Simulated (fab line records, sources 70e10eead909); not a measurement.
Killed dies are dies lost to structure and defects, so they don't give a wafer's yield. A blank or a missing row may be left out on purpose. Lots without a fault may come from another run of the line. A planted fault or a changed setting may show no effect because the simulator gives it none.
Chamber matching | flow nand_harc | NHARC_P_ZERO_WELL_ETCH_65 on rie_diel-12: 4 sister chambers
The step etches the open film in N2/H2, target depth 80 nm, overetch 24 nm, time 87.88 s. 14 wafers are shown with their chamber, then 7 later ones without.

WAFERS WITH THEIR CHAMBER
wafer  | chamber | drypump_motor_current_A (A) | showerhead_plenum_p_Torr (Torr) | rf_vpp_V (V)
L906.1 | 3       | 5.7                         | 2.11                            | 432.9
L906.2 | 2       | 5.4                         | 2.02                            | 429.1
L906.6 | 1       | 5.7                         | 1.97                            | 428.5
L909.1 | 3       | 5.7                         | 2.11                            | 431.7
L909.2 | 1       | 5.7                         | 1.97                            | 428.7
L909.4 | 2       | 5.4                         | 2.02                            | 429.8
L910.2 | 0       | 6.1                         | 2.13                            | 431.6
L910.5 | 3       | 5.7                         | 2.11                            | 433.5
L910.6 | 0       | 6.0                         | 2.13                            | 431.8
L912.2 | 1       | 5.7                         | 1.97                            | 429.2
L912.4 | 2       | 5.4                         | 2.01                            | 429.2
L912.6 | 2       | 5.4                         | 2.01                            | 429.7
L922.1 | 3       | 5.7                         | 2.09                            | 431.8
L922.3 | 1       | 5.7                         | 1.96                            | 430.2

SIGNATURES (means of the wafers above)
reading                  | chamber 0 | chamber 1 | chamber 2 | chamber 3 | scatter within a chamber
drypump_motor_current_A  | 6.050     | 5.700     | 5.400     | 5.700     | 0.0224
showerhead_plenum_p_Torr | 2.1300    | 1.9675    | 2.0150    | 2.1050    | 0.00689
rf_vpp_V                 | 431.700   | 429.150   | 429.450   | 432.475   | 0.664
Rule: a wafer's distance from a chamber is the root of the sum, over the readings, of the square of ((its reading less the chamber's mean) divided by the reading's scatter). The wafer belongs to the nearest chamber; if the next one is less than 2 further off, it can't be placed. The scatter: the root of (the sum of the squares of (reading less its chamber's mean) over the shown wafers, divided by (wafers less chambers)).

WAFERS WITHOUT THEIR CHAMBER
wafer  | drypump_motor_current_A (A) | showerhead_plenum_p_Torr (Torr) | rf_vpp_V (V)
L922.5 | 5.4                         | 2.00                            | 429.9
L926.2 | 5.7                         | 2.09                            | 431.8
L926.3 | 5.4                         | 2.00                            | 429.0
L926.5 | 6.1                         | 2.12                            | 433.1
L929.2 | 5.7                         | 1.95                            | 427.9
L929.3 | 6.1                         | 2.11                            | 434.4
L929.4 | 5.4                         | 1.99                            | 430.9

WHICH CHAMBER EACH WENT THROUGH
wafer  | from the rows above | in truth
L922.5 | 2                   | 2
L926.2 | 3                   | 3
L926.3 | 2                   | 2
L926.5 | 0                   | 0
L929.2 | 1                   | 1
L929.3 | 0                   | 0
L929.4 | 2                   | 2
Placed correctly: 7 of 7. Can't be placed from these rows: 0. Placed wrongly: 0.
